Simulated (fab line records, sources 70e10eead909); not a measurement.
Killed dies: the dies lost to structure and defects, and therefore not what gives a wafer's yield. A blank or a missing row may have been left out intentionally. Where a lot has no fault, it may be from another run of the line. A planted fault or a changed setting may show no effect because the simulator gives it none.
The tool behind it: which one?    flow nand_harc    24 lots with 72 wafers sampled at 6 steps, on a route of 1159 steps

== WHAT THE GAUGES SHOWED, per wafer ==
NHARC_P_START_INSPECT_01.
lot   measured     on                 raw_defect_count
L074  day 1 12:02  defect_inspect-01  4 1 3
L075  day 1 18:02  defect_inspect-02  3 5 2
L076  day 2 00:02  defect_inspect-02  6 1 5
L077  day 2 06:02  defect_inspect-02  2 3 4
L078  day 2 12:02  defect_inspect-01  3 3 5
L079  day 2 18:02  defect_inspect-02  7 4 4
L080  day 3 00:02  defect_inspect-01  5 3 2
L081  day 3 06:02  defect_inspect-02  7 4 2
L082  day 3 12:02  defect_inspect-01  4 6 1
L083  day 3 18:02  defect_inspect-02  4 6 4
L084  day 4 00:03  defect_inspect-02  4 2 7
L085  day 4 06:02  defect_inspect-01  6 5 4
L086  day 4 12:02  defect_inspect-02  3 1 3
L087  day 4 18:02  defect_inspect-01  2 2 5
L088  day 5 00:02  defect_inspect-02  1 5 3
L089  day 5 06:02  defect_inspect-02  3 4 6
L090  day 5 12:02  defect_inspect-01  3 6 3
L091  day 5 18:02  defect_inspect-02  0 4 3
L092  day 6 00:02  defect_inspect-01  2 2 3
L093  day 6 06:02  defect_inspect-01  3 3 2
L094  day 6 12:02  defect_inspect-02  5 0 0
L095  day 6 18:02  defect_inspect-02  8 4 1
L096  day 7 00:02  defect_inspect-02  5 5 0
L097  day 7 06:02  defect_inspect-01  4 2 9

NHARC_P_CONTACT_CD_MEAS_19.
lot   measured      on         cd_nm (nm)
L074  day 5 15:04   cd_sem-03  91.5 90.8 91.2
L075  day 6 01:00   cd_sem-03  90.1 88.0 88.0
L076  day 6 01:33   cd_sem-03  88.5 92.5 92.5
L077  day 6 08:43   cd_sem-02  89.7 87.9 89.2
L078  day 6 16:35   cd_sem-02  90.7 92.0 88.8
L079  day 7 08:07   cd_sem-01  90.8 94.5 93.0
L080  day 7 06:15   cd_sem-01  88.9 89.9 90.9
L081  day 7 04:56   cd_sem-02  87.2 84.5 86.6
L082  day 7 15:17   cd_sem-01  88.8 88.2 90.1
L083  day 7 19:18   cd_sem-03  87.8 90.7 87.8
L084  day 7 19:58   cd_sem-02  89.6 91.0 89.3
L085  day 9 03:08   cd_sem-02  92.7 87.1 91.5
L086  day 8 22:08   cd_sem-01  88.8 92.2 90.5
L087  day 8 20:48   cd_sem-01  92.7 89.1 92.0
L088  day 9 07:44   cd_sem-02  89.1 91.2 90.7
L089  day 9 13:44   cd_sem-03  88.4 89.2 92.0
L090  day 9 12:37   cd_sem-01  89.6 88.3 90.1
L091  day 9 22:25   cd_sem-03  89.2 90.6 91.1
L092  day 10 11:23  cd_sem-02  89.0 91.9 89.4
L093  day 10 06:14  cd_sem-03  87.8 91.6 88.6
L094  day 10 04:42  cd_sem-01  86.1 86.7 88.0
L095  day 10 22:36  cd_sem-01  90.5 88.8 89.6
L096  day 10 22:58  cd_sem-01  88.5 88.0 88.5
L097  day 11 11:17  cd_sem-02  91.3 91.6 93.8

NHARC_P_M2_CD_MEAS_16.
lot   measured      on         cd_nm (nm)
L074  day 6 07:53   cd_sem-01  169.0 168.9 170.3
L075  day 6 16:57   cd_sem-01  169.2 168.2 168.2
L076  day 6 17:20   cd_sem-01  169.4 170.5 170.0
L077  day 7 02:40   cd_sem-02  169.2 169.6 170.0
L078  day 7 04:06   cd_sem-01  169.5 169.8 169.9
L079  day 7 22:08   cd_sem-01  171.1 171.5 171.6
L080  day 7 20:58   cd_sem-02  170.0 169.2 169.8
L081  day 7 19:41   cd_sem-03  168.8 168.5 169.1
L082  day 8 03:37   cd_sem-02  169.5 170.2 169.4
L083  day 8 07:09   cd_sem-02  171.0 170.1 169.4
L084  day 8 12:07   cd_sem-01  168.7 170.1 169.5
L085  day 10 05:55  cd_sem-03  169.9 169.8 169.3
L086  day 9 09:54   cd_sem-03  168.0 169.2 169.2
L087  day 9 08:53   cd_sem-01  170.0 169.4 170.0
L088  day 10 07:25  cd_sem-03  169.1 169.8 170.0
L089  day 10 14:37  cd_sem-01  170.5 170.3 169.9
L090  day 10 13:54  cd_sem-01  169.2 170.1 169.5
L091  day 10 15:28  cd_sem-03  169.6 168.2 169.7
L092  day 11 01:40  cd_sem-02  169.8 169.2 168.5
L093  day 11 01:16  cd_sem-01  168.8 169.2 169.3
L094  day 10 23:22  cd_sem-01  168.8 169.6 168.1
L095  day 11 14:23  cd_sem-02  169.3 169.9 169.6
L096  day 11 15:11  cd_sem-03  169.6 170.5 169.6
L097  day 11 23:42  cd_sem-01  169.9 170.6 169.6

NHARC_P_BONDPAD_CD_MEAS_13.
lot   measured      on         cd_nm (nm)
L074  day 6 12:20   cd_sem-03  500.7 501.9 500.4
L075  day 6 21:32   cd_sem-02  495.4 497.6 498.6
L076  day 6 22:16   cd_sem-02  500.5 500.0 497.7
L077  day 7 07:29   cd_sem-01  501.6 501.7 502.2
L078  day 7 09:01   cd_sem-02  499.0 499.8 501.2
L079  day 8 02:56   cd_sem-03  496.9 496.8 499.3
L080  day 8 01:34   cd_sem-03  500.2 497.9 497.6
L081  day 8 00:20   cd_sem-02  496.5 499.1 499.4
L082  day 8 08:15   cd_sem-03  497.4 498.3 497.0
L083  day 8 11:49   cd_sem-03  498.8 501.4 499.9
L084  day 8 16:55   cd_sem-01  502.5 500.4 500.1
L085  day 10 10:40  cd_sem-02  500.2 502.2 498.9
L086  day 9 14:40   cd_sem-02  495.7 497.0 494.8
L087  day 9 13:20   cd_sem-02  498.7 502.0 496.0
L088  day 10 12:02  cd_sem-02  496.7 497.8 499.2
L089  day 10 19:08  cd_sem-01  500.9 502.2 500.5
L090  day 10 18:25  cd_sem-01  500.2 498.8 495.1
L091  day 10 20:14  cd_sem-01  497.9 495.9 497.1
L092  day 11 06:14  cd_sem-01  501.7 499.4 502.0
L093  day 11 05:44  cd_sem-03  502.1 501.1 501.6
L094  day 11 03:57  cd_sem-03  498.3 499.6 497.3
L095  day 11 19:20  cd_sem-01  503.4 504.0 500.9
L096  day 11 19:49  cd_sem-02  496.8 499.1 501.3
L097  day 12 04:29  cd_sem-01  501.3 502.2 500.2

NHARC_A_ONON_D1_THK_MEAS_05: measures by ellipsometry.
lot   measured      on             thk_nm (nm)
L074  day 7 15:22   film_metro-01  1006 1006 1007
L075  day 8 00:45   film_metro-01  988 988 990
L076  day 8 00:44   film_metro-01  1005 1003 1005
L077  day 8 10:31   film_metro-02  994 995 994
L078  day 8 10:32   film_metro-01  1015 1015 1017
L079  day 9 05:37   film_metro-02  1000 998 998
L080  day 9 05:35   film_metro-01  1015 1015 1016
L081  day 9 05:34   film_metro-02  1007 1007 1008
L082  day 9 12:52   film_metro-02  985 987 987
L083  day 9 12:53   film_metro-02  1006 1006 1007
L084  day 9 22:19   film_metro-02  962 964 965
L085  day 11 13:35  film_metro-01  974 973 974
L086  day 10 16:10  film_metro-01  989 990 989
L087  day 10 16:10  film_metro-02  1020 1019 1020
L088  day 11 13:35  film_metro-02  1013 1012 1011
L089  day 11 21:17  film_metro-02  1006 1006 1006
L090  day 11 21:19  film_metro-01  1007 1006 1007
L091  day 11 21:17  film_metro-01  991 993 991
L092  day 12 06:45  film_metro-01  1004 1003 1005
L093  day 12 06:46  film_metro-01  1025 1022 1021
L094  day 12 06:46  film_metro-02  1019 1020 1020
L095  day 12 21:38  film_metro-01  979 979 979
L096  day 12 21:39  film_metro-02  1004 1005 1005
L097  day 13 08:36  film_metro-01  1010 1008 1011

== WHAT TOOL EACH LOT RAN ON (gives the tool, then ch and the chambers of the sampled wafers, and finally the start) ==
lot   NHARC_P_CONTACT_DEP_30
L074  pecvd-01 ch 1,2, day 5 12:19
L075  pecvd-02 ch 0,1,2, day 5 22:30
L076  pecvd-01 ch 0,1,2, day 5 22:57
L077  pecvd-03 ch 0,1, day 6 05:33
L078  pecvd-01 ch 1,2, day 6 14:05
L079  pecvd-03 ch 0,1, day 7 05:42
L080  pecvd-03 ch 0,2, day 7 03:40
L081  pecvd-01 ch 0,1,2, day 7 02:25
L082  pecvd-01 ch 0,1,2, day 7 12:41
L083  pecvd-01 ch 0,1,2, day 7 16:44
L084  pecvd-03 ch 1,2, day 7 17:23
L085  pecvd-03 ch 0,1,2, day 9 00:32
L086  pecvd-01 ch 0,1, day 8 19:08
L087  pecvd-02 ch 0,2, day 8 18:12
L088  pecvd-01 ch 0,2, day 9 05:00
L089  pecvd-01 ch 0,2, day 9 10:53
L090  pecvd-03 ch 0,1, day 9 10:09
L091  pecvd-03 ch 0,1,2, day 9 19:58
L092  pecvd-02 ch 0,1, day 10 08:47
L093  pecvd-03 ch 1,2, day 10 03:38
L094  pecvd-02 ch 0,1,2, day 10 02:08
L095  pecvd-01 ch 0,2, day 10 19:57
L096  pecvd-03 ch 0,2, day 10 20:18
L097  pecvd-03 ch 0,1,2, day 11 08:56
- NHARC_P_CONTACT_DEP_30: deposits SiNx, target thk 30 nm.

== AS READ BY THE TOOLS THEMSELVES (means over the sampled wafers that have a number; for cases with no such wafer, the mark the record gives instead) ==
NHARC_P_CONTACT_DEP_30.
lot   tool      heater_power_w (W)  rf_fwd_power_W (W)
L074  pecvd-01  746                 448.5
L075  pecvd-02  688                 448.5
L076  pecvd-01  712                 450.0
L077  pecvd-03  709                 448.6
L078  pecvd-01  727                 449.0
L079  pecvd-03  730                 448.3
L080  pecvd-03  710                 450.3
L081  pecvd-01  717                 447.8
L082  pecvd-01  719                 449.1
L083  pecvd-01  739                 449.3
L084  pecvd-03  665                 448.0
L085  pecvd-03  681                 449.0
L086  pecvd-01  673                 449.0
L087  pecvd-02  711                 448.5
L088  pecvd-01  779                 449.2
L089  pecvd-01  704                 448.2
L090  pecvd-03  653                 448.4
L091  pecvd-03  657                 449.0
L092  pecvd-02  715                 448.5
L093  pecvd-03  631                 448.9
L094  pecvd-02  706                 448.7
L095  pecvd-01  665                 449.2
L096  pecvd-03  725                 448.5
L097  pecvd-03  663                 447.6

== THE ANSWER, worked out from the rows above alone ==
Rule: the usual values come from the lots themselves. The widest of any qualifying gaps counts: lots, ordered by their means at a reading, are off when they make up no more than a third of the lots, leave a main group of 4 or more, and stand apart from it by 3 or more times the standard deviation of that group's means. The tables above print the reading to a certain number of digits; a main group whose means all agree to those digits is not used. A lot without any number at a reading at which 4 lots or more have one is off too. Where the step has rows for the other lots, those lots are counted as sound. The gauges are gone through in route order, then the tools' own readings, and for those a lot's mean is taken as printed above. At the first step where some lot is off, the reading lying furthest off is the one used; lots without a number count as furthest.
No lot is off at any reading shown: from this, nothing can be told.

== WHAT THE SIMULATOR PUT IN ==
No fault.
